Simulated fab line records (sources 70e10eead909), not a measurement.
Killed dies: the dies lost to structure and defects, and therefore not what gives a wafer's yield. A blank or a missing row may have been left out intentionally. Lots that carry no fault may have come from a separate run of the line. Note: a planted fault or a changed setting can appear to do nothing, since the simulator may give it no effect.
Chamber matching    flow nand harc    3 sister chambers for NHARC_A_M0_DEP_32 on pecvd-02
The step deposits SiCN, target thk 30 nm. 3 wafers are shown with their chamber, then 8 later ones without.

## WAFERS PAIRED WITH THEIR CHAMBERS
wafer   chamber  showerhead vpp V (V)
L087.3  1        1221
L087.4  0        1491
L090.4  2        1149

## WAFERS MISSING THEIR CHAMBER
wafer   showerhead vpp V (V)
L090.5  1451
L090.6  1232
L095.1  1208
L095.2  1476
L095.4  1177
L097.1  1205
L097.2  1187
L097.4  1173

## WHICH CHAMBER EACH WENT THROUGH
wafer   from the rows above      in truth
L090.5  0                        0
L090.6  1                        1
L095.1  can't be placed: 1 or 2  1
L095.2  0                        0
L095.4  can't be placed: 2 or 1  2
L097.1  can't be placed: 1 or 2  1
L097.2  can't be placed: 1 or 2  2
L097.4  can't be placed: 2 or 1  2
3 of 8 placed correctly. Not placeable from these rows: 5 (in 5, the candidates include the true chamber). Wrongly placed: 0.
How it was worked out, from the rows above alone: a wafer's distance from a chamber is the root of the sum, over the readings, of the square of ((its reading less the chamber's mean) divided by the reading's scatter). If the next closest chamber is less than 2 further off than the closest, the wafer can't be placed; otherwise it belongs to the closest. The mean given for a chamber averages the wafers shown for that chamber. The scatter: root of mean squared gap, hidden wafer to nearest shown wafer, with one shown wafer a chamber.
